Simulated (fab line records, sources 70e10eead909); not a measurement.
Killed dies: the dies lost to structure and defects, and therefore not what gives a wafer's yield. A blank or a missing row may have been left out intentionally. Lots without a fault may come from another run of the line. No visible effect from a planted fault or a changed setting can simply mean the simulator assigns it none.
fab line records	flow nand_harc
record: lots: 24	wafers: 72	last_day: 34
route steps=1302 shown A_WL_FILL@959 A_CONTACT@998
lots with no fault: from the same line, run without faults
start_h: start of the lot's first displayed wafer, in hours after the record's first day	wait_h: time in hours since the lot's previous step	" repeats the value in the row above	L1.1+2: several wafers, shown together as one row	- no value present, or no start provided	* or withheld: withheld	< > ~ a bound
route shown NAME@n: NAME is a module with steps in the file, n the number in the route of the first one	usual: mean/standard deviation of fault-free wafers	same: alike in all rows	chamber/n: place in a boat	sites: each site's reading	_std_site: standard deviation of those values	_edge_site: mean of outer sites minus mean of inner sites	radius_mm: how far each site lies from the wafer's centre	mask NAME#n: copy n	behind: tool/chamber where the wafer was last shaped	hold: why the lot was held/for how many hours/how that ended	device: the transistor (n, p or np) that didn't switch	end of line: the same wafers' tests at the end of the route	for a step that has no rows: nothing shown but its recipe	killed: not the wafer's yield, but the dies lost to structure and defects at the first sort	map: dies across one wafer; x = killed, . = not, _ = none there
set.NAME: the setting the step ran with; set.NAME@STEP: the setting that earlier step ran with	model.NAME: the simulator's own value behind a step, which no gauge read
a sample of lots followed through the steps of the route, with each step as a table and each wafer as a row
services: when a tool's chamber went out of use (start_h, in hours from the record's first day, below 0 if earlier), for how many hours, and the reason
== steps ==
step: NHARC_A_WL_FILL_STRIP_27
recipe: power_w: 1500	temp_c: 250	time_s: 20	chemistry: N2/H2
usual: drypump_motor_current_A: 5.6/0.62	heater_power_w: 313/33
lot.wafer	tool	chamber	start_h	wait_h	drypump_motor_current_A	heater_power_w	rf_hours_counter_h
L074.1	plasma_asher-02	0	458.08	0.1	6.2	277	9
L074.2	"	1	"	"	4.9	317	9
L074.3	"	1	"	"	4.9	319	-
L076.1	plasma_asher-02	1	481.11	0.3	4.9	330	17
L076.6	"	0	"	"	6.2	271	-
L076.5	"	1	"	"	4.9	317	-
L075.2	plasma_asher-02	0	481.24	0.3	6.2	268	17
L075.3	"	1	"	"	4.9	326	-
L075.6	"	0	"	"	6.1	275	-
L077.4	plasma_asher-01	1	498.67	0.1	6.3	358	-
L077.3	"	0	"	"	5.1	344	-
L077.5	"	0	"	"	5.1	336	-
L079.1	plasma_asher-02	1	498.83	0.1	4.9	322	19
L079.5	"	0	"	"	6.2	271	-
L079.6	"	1	"	"	4.9	322	-
L078.3	plasma_asher-02	1	501.42	0.2	4.9	327	-
L078.5	"	0	"	"	6.2	273	-
L078.6	"	1	"	"	4.9	323	-
L081.2	plasma_asher-02	0	525.51	0.4	6.2	266	29
L081.3	"	1	"	"	4.9	326	-
L081.4	"	0	"	"	6.2	274	-
L080.1	plasma_asher-01	1	542.16	0.1	6.3	372	2
L080.4	"	1	"	"	6.3	365	-
L080.5	"	0	"	"	5.1	326	-
L082.2	plasma_asher-02	0	556.81	0.1	6.2	275	34
L082.3	"	1	"	"	4.9	319	-
L082.5	"	0	"	"	6.2	270	-
L084.2	plasma_asher-02	1	559.00	0.1	4.9	321	35
L084.1	"	0	"	"	6.2	275	35
L084.6	"	0	"	"	6.2	269	-
L083.2	plasma_asher-02	1	567.98	0.1	4.9	320	37
L083.1	"	0	"	"	6.2	273	37
L083.4	"	1	"	"	4.9	318	-
L086.1	plasma_asher-01	1	571.75	0.1	6.3	370	8
L086.4	"	1	"	"	6.3	365	-
L086.5	"	1	"	"	6.3	380	-
L087.2	plasma_asher-02	0	583.04	0.1	6.2	274	39
L087.1	"	1	"	"	4.9	323	39
L087.3	"	0	"	"	6.2	275	-
L085.2	plasma_asher-02	0	583.41	0.1	6.2	273	39
L085.4	"	0	"	"	6.2	277	-
L085.5	"	1	"	"	4.9	320	-
L090.4	plasma_asher-01	1	617.42	0.1	6.2	358	-
L090.3	"	0	"	"	5.1	324	-
L090.5	"	1	"	"	6.3	372	-
L091.1	plasma_asher-02	1	617.55	0.1	4.9	315	1
L091.2	"	0	"	"	6.2	271	1
L091.6	"	1	"	"	4.9	313	-
L089.1	plasma_asher-01	1	621.37	0.1	6.2	367	16
L089.3	"	0	"	"	5.1	322	-
L089.5	"	1	"	"	6.3	370	-
L088.2	plasma_asher-02	0	621.55	0.1	6.2	270	1
L088.3	"	1	"	"	4.9	307	-
L088.5	"	0	"	"	6.2	273	-
L092.2	plasma_asher-01	0	645.90	0.1	5.1	327	23
L092.5	"	1	"	"	6.3	364	-
L092.6	"	0	"	"	5.1	322	-
L093.1	plasma_asher-02	0	663.09	0.1	6.2	278	10
L093.4	"	1	"	"	4.9	304	-
L093.5	"	1	"	"	4.9	311	-
L094.1	plasma_asher-01	1	663.16	0.1	6.3	369	25
L094.3	"	1	"	"	6.3	365	-
L094.4	"	0	"	"	5.1	328	-
L095.2	plasma_asher-02	0	666.84	0.1	6.2	278	11
L095.3	"	0	"	"	6.2	274	-
L095.6	"	1	"	"	4.9	313	-
L096.4	plasma_asher-01	1	694.34	0.1	6.3	364	-
L096.6	"	1	"	"	6.3	369	-
L096.5	"	0	"	"	5.1	324	-
L097.2	plasma_asher-02	1	714.55	0.2	4.9	311	24
L097.1	"	0	"	"	6.2	271	24
L097.4	"	0	"	"	6.2	272	-
step: NHARC_A_CONTACT_OVL_MEAS_43
usual: overlay_x_nm: 0.2/0.61	overlay_y_nm: 0.1/0.8
lot.wafer	tool	chamber	start_h	wait_h	overlay_x_nm	overlay_y_nm
L074.1	overlay-02	-	480.57	-	0.0	0.3
L074.2	"	-	"	"	0.4	-0.1
L074.3	"	-	"	"	-0.1	0.1
L075.2	overlay-01	-	504.83	-	1.0	0.0
L075.3	"	-	"	"	1.1	0.3
L075.6	"	-	"	"	1.3	0.0
L076.1	overlay-01	-	505.38	-	-0.9	-0.4
L076.5	"	-	"	"	-0.4	0.3
L076.6	"	-	"	"	-0.9	-0.2
L078.3	overlay-01	-	522.96	-	0.8	1.3
L078.5	"	-	"	"	0.7	1.2
L078.6	"	-	"	"	0.9	1.4
L077.3	overlay-02	-	523.21	-	0.0	1.0
L077.4	"	-	"	"	0.3	0.6
L077.5	"	-	"	"	-0.2	0.7
L079.1	overlay-02	-	523.39	-	0.2	0.1
L079.5	"	-	"	"	-0.1	-0.1
L079.6	"	-	"	"	0.1	-0.3
L081.2	overlay-02	-	547.60	-	-0.6	-0.4
L081.3	"	-	"	"	-0.5	-0.6
L081.4	"	-	"	"	-0.4	-0.2
L080.1	overlay-02	-	564.35	-	0.1	0.8
L080.4	"	-	"	"	0.2	1.3
L080.5	"	-	"	"	0.5	1.2
L084.1	overlay-02	-	581.15	-	0.3	0.3
L084.2	"	-	"	"	-0.3	0.9
L084.6	"	-	"	"	-0.3	0.9
L082.2	overlay-01	-	581.48	-	0.8	0.4
L082.3	"	-	"	"	0.0	0.5
L082.5	"	-	"	"	0.7	0.8
L083.1	overlay-01	-	590.38	-	0.8	0.1
L083.2	"	-	"	"	0.8	0.3
L083.4	"	-	"	"	0.4	0.4
L086.1	overlay-01	-	597.27	-	0.6	-0.7
L086.4	"	-	"	"	0.6	-0.9
L086.5	"	-	"	"	0.4	-0.9
L085.2	overlay-01	-	610.75	-	0.1	1.1
L085.4	"	-	"	"	0.0	-0.1
L085.5	"	-	"	"	0.6	0.3
L087.1	overlay-02	-	610.91	-	0.3	1.4
L087.2	"	-	"	"	0.3	1.8
L087.3	"	-	"	"	0.5	1.5
L090.3	overlay-02	-	641.51	-	1.1	-0.1
L090.4	"	-	"	"	0.3	0.4
L090.5	"	-	"	"	0.6	0.0
L091.1	overlay-01	-	641.93	-	0.4	0.6
L091.2	"	-	"	"	0.4	0.1
L091.6	"	-	"	"	0.7	0.3
L089.1	overlay-01	-	646.15	-	-1.2	0.9
L089.3	"	-	"	"	-1.3	0.7
L089.5	"	-	"	"	-1.3	0.7
L088.2	overlay-02	-	646.31	-	-0.5	0.1
L088.3	"	-	"	"	0.8	-0.2
L088.5	"	-	"	"	0.4	0.1
L092.2	overlay-02	-	668.74	-	0.0	-0.5
L092.5	"	-	"	"	-0.4	-0.5
L092.6	"	-	"	"	0.1	-0.1
L094.1	overlay-01	-	684.78	-	-0.5	0.4
L094.3	"	-	"	"	-1.0	0.2
L094.4	"	-	"	"	-0.6	0.5
L093.1	overlay-02	-	685.20	-	0.3	1.3
L093.4	"	-	"	"	-0.5	0.9
L093.5	"	-	"	"	-0.2	1.5
L095.2	overlay-01	-	690.84	-	0.4	0.2
L095.3	"	-	"	"	0.3	0.0
L095.6	"	-	"	"	0.6	-0.4
L096.4	overlay-01	-	716.56	-	-0.2	-2.2
L096.5	"	-	"	"	-0.2	-1.9
L096.6	"	-	"	"	-0.2	-2.0
L097.1	overlay-01	-	736.24	-	1.1	-1.2
L097.2	"	-	"	"	0.6	-1.9
L097.4	"	-	"	"	0.8	-1.2
step: NHARC_A_CONTACT_ETCH_115
recipe: source_w: withheld	pressure_mtorr: 20	bias_v: 3000	time_s: 190	target_depth_a: 18500	ar_flow_sccm: withheld	c4f8_flow_sccm: withheld	o2_flow_sccm: withheld	chemistry: C4F8/O2/Ar
lot.wafer	tool	chamber	start_h	wait_h	rf_hours_counter_h
L074.1	har_cap_etch-03	0	483.22	0.1	38
L074.2	"	1	"	"	38
L074.3	"	0	"	"	-
L075.2	har_cap_etch-02	1	507.71	0.2	87
L075.3	"	1	"	"	-
L075.6	"	1	"	"	-
L076.1	har_cap_etch-03	0	508.01	0.1	46
L076.6	"	0	"	"	-
L076.5	"	1	"	"	-
L078.3	har_cap_etch-02	0	525.89	0.1	-
L078.5	"	1	"	"	-
L078.6	"	0	"	"	-
L077.3	har_cap_etch-01	0	525.90	0.1	-
L077.4	"	1	"	"	-
L077.5	"	1	"	"	-
L079.1	har_cap_etch-03	0	526.68	0.1	50
L079.6	"	0	"	"	-
L079.5	"	1	"	"	-
L081.2	har_cap_etch-03	1	550.23	0.1	55
L081.3	"	1	"	"	-
L081.4	"	0	"	"	-
L080.1	har_cap_etch-01	0	567.48	0.1	9
L080.4	"	1	"	"	-
L080.5	"	1	"	"	-
L084.1	har_cap_etch-03	1	583.78	0.1	59
L084.2	"	0	"	"	59
L084.6	"	1	"	"	-
L082.2	har_cap_etch-01	0	584.10	0.1	11
L082.3	"	1	"	"	-
L082.5	"	1	"	"	-
L083.2	har_cap_etch-03	0	593.37	0.1	61
L083.1	"	1	"	"	61
L083.4	"	1	"	"	-
L086.1	har_cap_etch-03	1	599.94	0.1	63
L086.4	"	0	"	"	-
L086.5	"	0	"	"	-
L085.2	har_cap_etch-01	0	614.23	0.1	17
L085.4	"	0	"	"	-
L085.5	"	0	"	"	-
L087.1	har_cap_etch-02	0	615.34	0.1	107
L087.2	"	1	"	"	107
L087.3	"	1	"	"	-
L090.4	har_cap_etch-02	1	644.39	0.1	-
L090.3	"	0	"	"	-
L090.5	"	0	"	"	-
L091.1	har_cap_etch-03	1	645.19	0.1	71
L091.2	"	0	"	"	71
L091.6	"	0	"	"	-
L088.2	har_cap_etch-02	0	648.96	0.1	113
L088.3	"	1	"	"	-
L088.5	"	1	"	"	-
L089.1	har_cap_etch-01	1	648.98	0.1	23
L089.3	"	1	"	"	-
L089.5	"	1	"	"	-
L092.2	har_cap_etch-01	1	671.68	0.1	28
L092.5	"	0	"	"	-
L092.6	"	1	"	"	-
L094.1	har_cap_etch-02	1	687.44	0.1	120
L094.3	"	0	"	"	-
L094.4	"	1	"	"	-
L093.1	har_cap_etch-01	0	687.82	0.1	30
L093.4	"	0	"	"	-
L093.5	"	1	"	"	-
L095.2	har_cap_etch-02	1	693.47	0.1	122
L095.3	"	1	"	"	-
L095.6	"	1	"	"	-
L096.4	har_cap_etch-03	1	719.66	0.1	-
L096.6	"	0	"	"	-
L096.5	"	1	"	"	-
L097.2	har_cap_etch-01	0	738.88	0.1	37
L097.1	"	1	"	"	37
L097.4	"	1	"	"	-
step: NHARC_A_CONTACT_ETCH_117
recipe: source_w: withheld	pressure_mtorr: 20	bias_v: 3000	time_s: 190	target_depth_a: 18500	ar_flow_sccm: withheld	c4f8_flow_sccm: withheld	o2_flow_sccm: withheld	chemistry: C4F8/O2/Ar
lot.wafer	tool	chamber	start_h	wait_h	rf_hours_counter_h
L074.1	har_cap_etch-03	0	483.56	0.1	39
L074.2	"	1	"	"	39
L074.3	"	0	"	"	-
L075.2	har_cap_etch-02	1	508.17	0.2	87
L075.3	"	1	"	"	-
L075.6	"	1	"	"	-
L076.1	har_cap_etch-03	0	508.41	0.2	46
L076.6	"	0	"	"	-
L076.5	"	1	"	"	-
L078.3	har_cap_etch-02	0	526.22	0.1	-
L078.5	"	1	"	"	-
L078.6	"	0	"	"	-
L077.3	har_cap_etch-01	0	526.24	0.1	-
L077.4	"	1	"	"	-
L077.5	"	1	"	"	-
L079.1	har_cap_etch-03	0	527.02	0.1	50
L079.6	"	0	"	"	-
L079.5	"	1	"	"	-
L081.2	har_cap_etch-03	1	550.56	0.1	55
L081.3	"	1	"	"	-
L081.4	"	0	"	"	-
L080.1	har_cap_etch-01	0	567.82	0.1	9
L080.4	"	1	"	"	-
L080.5	"	1	"	"	-
L084.1	har_cap_etch-03	1	584.12	0.1	59
L084.2	"	0	"	"	59
L084.6	"	1	"	"	-
L082.2	har_cap_etch-01	0	584.44	0.1	12
L082.3	"	1	"	"	-
L082.5	"	1	"	"	-
L083.2	har_cap_etch-03	0	593.71	0.1	61
L083.1	"	1	"	"	61
L083.4	"	1	"	"	-
L086.1	har_cap_etch-03	1	600.28	0.1	63
L086.4	"	0	"	"	-
L086.5	"	0	"	"	-
L085.2	har_cap_etch-01	0	614.57	0.1	18
L085.4	"	0	"	"	-
L085.5	"	0	"	"	-
L087.1	har_cap_etch-02	0	615.68	0.1	107
L087.2	"	1	"	"	107
L087.3	"	1	"	"	-
L090.4	har_cap_etch-02	1	644.74	0.1	-
L090.3	"	0	"	"	-
L090.5	"	0	"	"	-
L091.1	har_cap_etch-03	1	645.53	0.1	71
L091.2	"	0	"	"	71
L091.6	"	0	"	"	-
L088.2	har_cap_etch-02	0	649.30	0.1	113
L088.3	"	1	"	"	-
L088.5	"	1	"	"	-
L089.1	har_cap_etch-01	1	649.32	0.1	23
L089.3	"	1	"	"	-
L089.5	"	1	"	"	-
L092.2	har_cap_etch-01	1	672.02	0.1	28
L092.5	"	0	"	"	-
L092.6	"	1	"	"	-
L094.1	har_cap_etch-02	1	687.78	0.1	120
L094.3	"	0	"	"	-
L094.4	"	1	"	"	-
L093.1	har_cap_etch-01	0	688.16	0.1	31
L093.4	"	0	"	"	-
L093.5	"	1	"	"	-
L095.2	har_cap_etch-02	1	693.82	0.1	122
L095.3	"	1	"	"	-
L095.6	"	1	"	"	-
L096.4	har_cap_etch-03	1	720.01	0.1	-
L096.6	"	0	"	"	-
L096.5	"	1	"	"	-
L097.2	har_cap_etch-01	0	739.22	0.1	38
L097.1	"	1	"	"	38
L097.4	"	1	"	"	-
step: NHARC_A_CONTACT_ETCH_122
recipe: source_w: withheld	pressure_mtorr: 20	bias_v: 3000	time_s: 190	target_depth_a: 18500	ar_flow_sccm: withheld	c4f8_flow_sccm: withheld	o2_flow_sccm: withheld	chemistry: C4F8/O2/Ar
lot.wafer	tool	chamber	start_h	wait_h	rf_hours_counter_h
L074.1	har_cap_etch-03	0	484.41	0.1	39
L074.2	"	1	"	"	39
L074.3	"	0	"	"	-
L075.2	har_cap_etch-02	1	509.31	0.2	88
L075.3	"	1	"	"	-
L075.6	"	1	"	"	-
L076.1	har_cap_etch-03	0	509.56	0.2	47
L076.6	"	0	"	"	-
L076.5	"	1	"	"	-
L078.3	har_cap_etch-02	0	527.08	0.1	-
L078.5	"	1	"	"	-
L078.6	"	0	"	"	-
L077.3	har_cap_etch-01	0	527.09	0.1	-
L077.4	"	1	"	"	-
L077.5	"	1	"	"	-
L079.1	har_cap_etch-03	0	527.87	0.1	51
L079.6	"	0	"	"	-
L079.5	"	1	"	"	-
L081.2	har_cap_etch-03	1	551.41	0.1	56
L081.3	"	1	"	"	-
L081.4	"	0	"	"	-
L080.1	har_cap_etch-01	0	568.68	0.1	10
L080.4	"	1	"	"	-
L080.5	"	1	"	"	-
L084.1	har_cap_etch-03	1	584.97	0.1	60
L084.2	"	0	"	"	60
L084.6	"	1	"	"	-
L082.2	har_cap_etch-01	0	585.29	0.1	13
L082.3	"	1	"	"	-
L082.5	"	1	"	"	-
L083.2	har_cap_etch-03	0	594.57	0.1	62
L083.1	"	1	"	"	62
L083.4	"	1	"	"	-
L086.1	har_cap_etch-03	1	601.13	0.1	64
L086.4	"	0	"	"	-
L086.5	"	0	"	"	-
L085.2	har_cap_etch-01	0	615.41	0.1	18
L085.4	"	0	"	"	-
L085.5	"	0	"	"	-
L087.1	har_cap_etch-02	0	616.53	0.1	108
L087.2	"	1	"	"	108
L087.3	"	1	"	"	-
L090.4	har_cap_etch-02	1	645.59	0.1	-
L090.3	"	0	"	"	-
L090.5	"	0	"	"	-
L091.1	har_cap_etch-03	1	646.39	0.1	72
L091.2	"	0	"	"	72
L091.6	"	0	"	"	-
L088.2	har_cap_etch-02	0	650.15	0.1	114
L088.3	"	1	"	"	-
L088.5	"	1	"	"	-
L089.1	har_cap_etch-01	1	650.17	0.1	24
L089.3	"	1	"	"	-
L089.5	"	1	"	"	-
L092.2	har_cap_etch-01	1	672.87	0.1	29
L092.5	"	0	"	"	-
L092.6	"	1	"	"	-
L094.1	har_cap_etch-02	1	688.64	0.1	121
L094.3	"	0	"	"	-
L094.4	"	1	"	"	-
L093.1	har_cap_etch-01	0	689.01	0.1	31
L093.4	"	0	"	"	-
L093.5	"	1	"	"	-
L095.2	har_cap_etch-02	1	694.67	0.1	123
L095.3	"	1	"	"	-
L095.6	"	1	"	"	-
L096.4	har_cap_etch-03	1	720.85	0.1	-
L096.6	"	0	"	"	-
L096.5	"	1	"	"	-
L097.2	har_cap_etch-01	0	740.08	0.1	39
L097.1	"	1	"	"	39
L097.4	"	1	"	"	-
step: NHARC_A_CONTACT_ETCH_102
recipe: target_depth_a: 1000	overetch_a: 100	time_s: 55	ion_energy_ev: 100	cf4_flow_sccm: 80	o2_flow_sccm: 20	ar_flow_sccm: 0	rf_w: 300	bias_w: 100	chemistry: CF4/O2
usual: drypump_motor_current_A: 5.9/0.52	oes_product_au: 1.001/0.0091	rf_vpp_V: 198.4/1.3	showerhead_plenum_p_Torr: 1.36/0.05	throttle_valve_pct: 13.397/0.0094
lot.wafer	tool	chamber	start_h	wait_h	drypump_motor_current_A	oes_product_au	rf_hours_counter_h	rf_vpp_V	showerhead_plenum_p_Torr	throttle_valve_pct
L074.3	rie_diel-11	0	486.07	0.1	4.9	1.009	8	195.9	1.29	13.389
L074.1	"	1	"	"	5.7	0.995	8	197.6	1.38	13.392
L074.2	"	2	"	"	5.8	1.008	8	197.4	1.30	13.393
L075.2	rie_diel-10	1	511.18	0.1	5.8	0.998	27	199.7	1.41	13.389
L075.3	"	3	"	"	5.4	1.003	27	198.7	1.34	13.381
L075.6	"	1	"	"	5.8	1.003	-	199.7	1.41	13.394
L076.1	rie_diel-03	1	511.51	0.1	5.2	0.994	14	200.3	1.43	13.396
L076.5	"	3	"	"	6.0	1.003	-	198.0	1.37	13.386
L076.6	"	0	"	"	6.1	0.992	-	198.2	1.43	13.406
L078.3	rie_diel-11	1	528.67	0.1	5.7	1.000	16	196.2	1.38	13.402
L078.5	"	2	"	"	5.8	1.014	-	197.0	1.30	13.386
L078.6	"	3	"	"	5.8	1.003	-	198.7	1.40	13.398
L077.3	rie_diel-03	2	528.74	0.1	6.8	1.007	15	197.5	1.36	13.394
L077.4	"	1	"	"	5.2	0.989	22	199.7	1.43	13.395
L077.5	"	3	"	"	6.0	1.011	-	198.4	1.37	13.403
L079.1	rie_diel-10	0	529.53	0.1	5.9	1.020	18	199.5	1.33	13.401
L079.5	"	2	"	"	6.4	1.001	-	196.4	1.27	13.413
L079.6	"	3	"	"	5.3	1.007	-	196.5	1.34	13.404
L081.2	rie_diel-11	3	553.07	0.1	5.9	0.997	19	197.4	1.40	13.398
L081.4	"	0	"	"	4.9	0.994	18	197.0	1.29	13.378
L081.3	"	1	"	"	5.7	1.004	19	198.9	1.38	13.384
L080.1	rie_diel-11	2	570.31	0.1	5.8	1.013	22	198.0	1.30	13.389
L080.4	"	3	"	"	5.8	1.003	22	199.5	1.40	13.398
L080.5	"	2	"	"	5.8	1.009	-	197.3	1.30	13.399
L082.2	rie_diel-11	1	587.10	0.1	5.7	1.000	24	198.6	1.37	13.414
L082.3	"	2	"	"	5.8	1.013	24	196.1	1.30	13.398
L082.5	"	3	"	"	5.8	0.996	-	200.5	1.40	13.415
L084.2	rie_diel-03	0	587.33	0.2	6.1	0.992	39	199.3	1.42	13.392
L084.1	"	3	"	"	6.0	1.013	40	200.0	1.36	13.374
L084.6	"	0	"	"	6.1	0.988	-	198.6	1.42	13.402
L083.1	rie_diel-03	0	596.22	0.1	6.1	0.981	41	198.4	1.42	13.388
L083.4	"	2	"	"	6.9	0.987	35	198.9	1.35	13.402
L083.2	"	3	"	"	6.0	0.999	42	199.3	1.36	13.398
L086.1	rie_diel-03	0	602.78	0.1	6.2	0.980	43	200.7	1.42	13.414
L086.4	"	1	"	"	5.2	0.988	47	199.1	1.42	13.386
L086.5	"	0	"	"	6.1	0.988	-	199.7	1.42	13.384
L085.2	rie_diel-10	1	617.08	0.1	5.8	0.998	3	199.0	1.40	13.406
L085.4	"	0	"	"	5.9	1.009	4	196.8	1.33	13.409
L085.5	"	2	"	"	6.3	1.017	-	196.8	1.27	13.403
L087.3	rie_diel-03	3	618.68	0.5	6.0	0.997	52	197.5	1.36	13.414
L087.2	"	0	"	"	6.1	0.979	49	200.1	1.42	13.398
L087.1	"	1	"	"	5.2	0.989	53	198.1	1.42	13.396
L090.3	rie_diel-03	0	647.32	0.1	6.1	1.005	0	198.4	1.42	13.394
L090.4	"	2	"	"	6.9	1.018	-	196.6	1.35	13.400
L090.5	"	1	"	"	5.2	1.009	-	199.0	1.42	13.380
L091.2	rie_diel-03	0	648.20	0.1	6.1	1.002	0	200.0	1.42	13.402
L091.1	"	1	"	"	5.2	1.006	0	199.7	1.42	13.393
L091.6	"	2	"	"	6.8	1.008	-	198.4	1.35	13.404
L089.1	rie_diel-11	2	651.80	0.1	5.8	1.002	8	197.9	1.30	13.383
L089.3	"	0	"	"	4.9	0.993	5	197.3	1.29	13.419
L089.5	"	1	"	"	5.7	1.004	-	197.2	1.37	13.412
L088.2	rie_diel-10	1	651.96	0.1	5.8	1.004	17	198.3	1.40	13.382
L088.3	"	0	"	"	5.8	0.999	17	197.3	1.32	13.408
L088.5	"	2	"	"	6.3	1.004	-	196.8	1.26	13.393
L092.2	rie_diel-11	0	674.50	0.1	4.9	1.004	8	196.7	1.29	13.409
L092.5	"	2	"	"	5.8	1.007	-	197.2	1.30	13.400
L092.6	"	3	"	"	5.8	0.996	-	200.7	1.40	13.415
L094.3	rie_diel-11	3	690.32	0.1	5.8	0.993	12	199.0	1.40	13.399
L094.1	"	0	"	"	4.9	0.995	11	196.7	1.28	13.385
L094.4	"	2	"	"	5.9	1.002	13	198.8	1.30	13.394
L093.4	rie_diel-03	0	690.70	0.1	6.1	0.988	11	199.0	1.42	13.395
L093.1	"	2	"	"	6.8	1.015	18	198.3	1.35	13.402
L093.5	"	0	"	"	6.1	0.987	-	199.6	1.42	13.401
L095.2	rie_diel-03	2	696.32	0.1	6.8	1.004	20	197.5	1.35	13.409
L095.3	"	3	"	"	6.0	1.004	14	198.5	1.36	13.387
L095.6	"	0	"	"	6.1	0.989	-	199.7	1.42	13.403
L096.4	rie_diel-03	2	722.42	0.1	6.9	1.013	28	198.0	1.34	13.390
L096.6	"	2	"	"	6.8	1.007	-	199.1	1.35	13.396
L096.5	"	3	"	"	6.1	1.012	-	197.5	1.35	13.403
L097.4	rie_diel-10	3	741.82	0.1	5.3	0.994	46	197.3	1.32	13.399
L097.1	"	0	"	"	5.9	1.006	48	196.6	1.32	13.398
L097.2	"	2	"	"	6.3	1.007	48	197.0	1.26	13.403
== services ==
tool	chamber	start_h	hours	kind
plasma_asher-01	-	446.48	36.9	repair
har_cap_etch-01	-	458.91	0.6	repair
rie_diel-03	-	460.74	9.0	pm
rie_diel-03	0	475.38	9.6	repair
rie_diel-11	3	476.42	1.9	repair
har_cap_etch-02	-	480.05	13.6	repair
rie_diel-03	2	490.23	16.0	repair
har_cap_etch-01	-	498.08	17.0	pm
har_cap_etch-01	0	498.08	17.0	vent_cycle
har_cap_etch-01	1	498.08	17.0	vent_cycle
har_cap_etch-01	0	515.08	-	clean
plasma_asher-01	-	519.19	9.0	pm
rie_diel-11	3	589.56	5.1	repair
rie_diel-10	-	598.20	9.0	pm
plasma_asher-02	-	603.77	9.0	pm
rie_diel-11	-	610.46	9.0	pm
rie_diel-11	0	623.90	8.0	repair
rie_diel-10	3	627.91	2.3	repair
rie_diel-03	-	637.87	9.0	pm
rie_diel-03	0	660.94	4.6	repair
plasma_asher-01	-	675.08	2.3	repair
plasma_asher-01	-	696.19	9.0	pm
rie_diel-10	3	701.09	2.6	repair
plasma_asher-01	-	730.86	10.0	repair
== key ==
fault none
